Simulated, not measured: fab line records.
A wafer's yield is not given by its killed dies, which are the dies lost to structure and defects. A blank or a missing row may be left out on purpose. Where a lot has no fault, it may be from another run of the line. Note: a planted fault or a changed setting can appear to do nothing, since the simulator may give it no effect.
Chamber matching :: flow n5_finfet :: 3 sister chambers for N5_BEOL_M5_CO_CAP_78 on cvd_co-02
The step material Co, precursor CCTBA/H2, target thk 2 nm, time 102.1 s. 3 wafers are shown with their chamber, then 12 later ones without.

WAFERS, EACH WITH ITS CHAMBER
wafer: L089.2
chamber: 1
heater_power_w (W): 221

wafer: L089.5
chamber: 0
heater_power_w (W): 236

wafer: L089.6
chamber: 2
heater_power_w (W): 239

WAFERS WITH NO CHAMBER GIVEN
wafer: L091.1
heater_power_w (W): 224

wafer: L091.2
heater_power_w (W): 240

wafer: L091.6
heater_power_w (W): 242

wafer: L092.1
heater_power_w (W): 240

wafer: L092.2
heater_power_w (W): 221

wafer: L092.4
heater_power_w (W): 242

wafer: L096.1
heater_power_w (W): 223

wafer: L096.2
heater_power_w (W): 242

wafer: L096.5
heater_power_w (W): 241

wafer: L097.1
heater_power_w (W): 242

wafer: L097.2
heater_power_w (W): 247

wafer: L097.5
heater_power_w (W): 242

WHICH CHAMBER EACH ONE RAN IN
wafer: L091.1
from the rows above: 1
in truth: 1

wafer: L091.2
from the rows above: can't be placed: 2 or 0
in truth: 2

wafer: L091.6
from the rows above: can't be placed: 2 or 0
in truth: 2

wafer: L092.1
from the rows above: can't be placed: 2 or 0
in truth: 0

wafer: L092.2
from the rows above: 1
in truth: 1

wafer: L092.4
from the rows above: can't be placed: 2 or 0
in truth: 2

wafer: L096.1
from the rows above: 1
in truth: 1

wafer: L096.2
from the rows above: can't be placed: 2 or 0
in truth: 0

wafer: L096.5
from the rows above: can't be placed: 2 or 0
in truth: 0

wafer: L097.1
from the rows above: can't be placed: 2 or 0
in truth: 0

wafer: L097.2
from the rows above: can't be placed: 2 or 0
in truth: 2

wafer: L097.5
from the rows above: can't be placed: 2 or 0
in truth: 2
Placed correctly: 3 of 12. Unplaceable from these rows: 9, with the true chamber sitting among the candidates in 9. Placed wrongly: 0.
How it was worked out, from the rows above alone: a wafer's distance from a chamber is the root of the sum, over the readings, of the square of ((its reading less the chamber's mean) divided by the reading's scatter). The wafer belongs to the nearest chamber; if the next one is less than 2 further off, it can't be placed. The mean given for a chamber averages the wafers shown for that chamber. The scatter: root of mean squared gap, hidden wafer to nearest shown wafer, with one shown wafer a chamber.
